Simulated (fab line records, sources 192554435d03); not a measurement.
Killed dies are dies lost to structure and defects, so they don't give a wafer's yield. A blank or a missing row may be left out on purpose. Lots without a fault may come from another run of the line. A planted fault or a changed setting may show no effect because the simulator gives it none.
Split-lot experiment | flow n5_finfet | 7 lots, 21 wafers read, on a route of 1938 steps

THE SPLIT
At N5_GATE_CUT_ALD_22 (deposits SiNx, target thk 16 nm, pulse time 1 s, ald cycles 320), the setting ald_cycles was moved away from the recipe's 320 on 6 of the 21 wafers read, by -13.4% to +14.7%. The other wafers ran this setting at the recipe's value.

The reading is taken at the split's own step.

THE READING
SiNx_of_GATE_CUT_ALD_22.thk_nm (the simulator's own value, which no gauge read), in nm, at N5_GATE_CUT_ALD_22 (deposits SiNx, target thk 16 nm, pulse time 1 s, ald cycles 320). The file gives no usual value for it. The 15 wafers here that ran the recipe average 16.0 nm, standard deviation 0.1 nm.

wafer  | tool, chamber at the split | ald_cycles as run | against the recipe | SiNx_of_GATE_CUT_ALD_22.thk_nm, nm | against lot-mates on the recipe
L077.3 | ald_sin-01, 1,3            | 320               | recipe             | 16                                 | -
L077.4 | ald_sin-01, 1,3            | 320               | recipe             | 16                                 | -
L077.5 | ald_sin-01, 2              | 367               | +14.7%             | 18.2                               | +2.2
L078.2 | ald_sin-02, 2,0,1          | 320               | recipe             | 16                                 | -
L078.5 | ald_sin-02, 2,0,1          | 320               | recipe             | 16                                 | -
L078.6 | ald_sin-02, 2,0,1          | 320               | recipe             | 16                                 | -
L082.1 | ald_sin-01, 2              | 320               | recipe             | 16                                 | -
L082.2 | ald_sin-01, 1              | 277               | -13.4%             | 14                                 | -2.0
L082.5 | ald_sin-01, 1              | 277               | -13.4%             | 13.8                               | -2.2
L090.1 | ald_sin-01, 0              | 320               | recipe             | 15.8                               | -
L090.3 | ald_sin-01, 2,3            | 320               | recipe             | 16                                 | -
L090.6 | ald_sin-01, 2,3            | 320               | recipe             | 16                                 | -
L091.1 | ald_sin-01, 0,2            | 337               | +5.3%              | 16.8                               | no lot-mate on the recipe
L091.3 | ald_sin-01, 0,2            | 337               | +5.3%              | 16.8                               | no lot-mate on the recipe
L091.4 | ald_sin-01, 1              | 337               | +5.3%              | 17                                 | no lot-mate on the recipe
L095.1 | ald_sin-04, 1,2            | 320               | recipe             | 16                                 | -
L095.3 | ald_sin-04, 1,2            | 320               | recipe             | 16                                 | -
L095.5 | ald_sin-04, 3              | 320               | recipe             | 16.2                               | -
L097.1 | ald_sin-04, 3,0            | 320               | recipe             | 16.2                               | -
L097.2 | ald_sin-04, 3,0            | 320               | recipe             | 16.2                               | -
L097.4 | ald_sin-04, 1              | 320               | recipe             | 16                                 | -
Where a row lists several chambers, the file gives one row for several wafers and doesn't say which wafer went through which chamber.

THE FIT
A straight line over all 21 wafers: SiNx_of_GATE_CUT_ALD_22.thk_nm changes by +0.155 nm for each +1% of ald_cycles; r = +0.99; the points scatter about the line by 0.11 nm.
The same after taking each lot's own level away (the mean of its wafers on the recipe; 18 wafers): +0.154 nm for each +1%; r = +1.00; scatter 0.081 nm.
On that fit, the largest move of ald_cycles shifts the reading by 2.3 nm.
The lots' own levels span 15.93 to 16.13 nm, that is 2.0 times the standard deviation above.
So the lot-to-lot level changes the slope little: the two slopes agree.
Check: with one of the wafers moved furthest among these (+14.7%) left out of the fit, the line predicts +2.3 nm for it against its lot-mates. It came out at +2.2 nm against them.

OTHER SPLITS ON THESE WAFERS
These wafers also went through other splits before the reading. Each is held against what the fit with the lots' levels taken away leaves over:
other split on the same wafers       | wafers away from the commonest value | r with SiNx_of_GATE_CUT_ALD_22.thk_nm (lot level and that fit taken away)
N5_ZERO_LAYER_ETCH_18 icp_w          | 9                                    | +0.00
N5_FIN_SAQP_ETCH_52 source_w         | 8                                    | -0.22
N5_STI_FIN_REVEAL_ETCHBACK_08 time_s | 5                                    | +0.22
N5_DUMMY_GATE_PECVD_30 time_s        | 5                                    | -0.26
N5_DUMMY_GATE_COAT_28 spin_rpm       | 6                                    | -0.10
N5_SD_EPI_N_EPI_21 temp_c            | 9                                    | -0.25
N5_SD_EPI_P_COAT_34 temp_c           | 6                                    | -0.22
N5_SDB_ETCH_18 time_s                | 7                                    | +0.37
N5_SDB_CUT_ETCH_26 icp_w             | 9                                    | +0.13
N5_HKMG_FIN_ETCH_35 source_w         | 4                                    | -0.05

THE FILE'S OWN FIT
SiNx_of_GATE_CUT_ALD_22.thk_nm changes by +0.153 nm for each +1% of ald_cycles, r = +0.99.
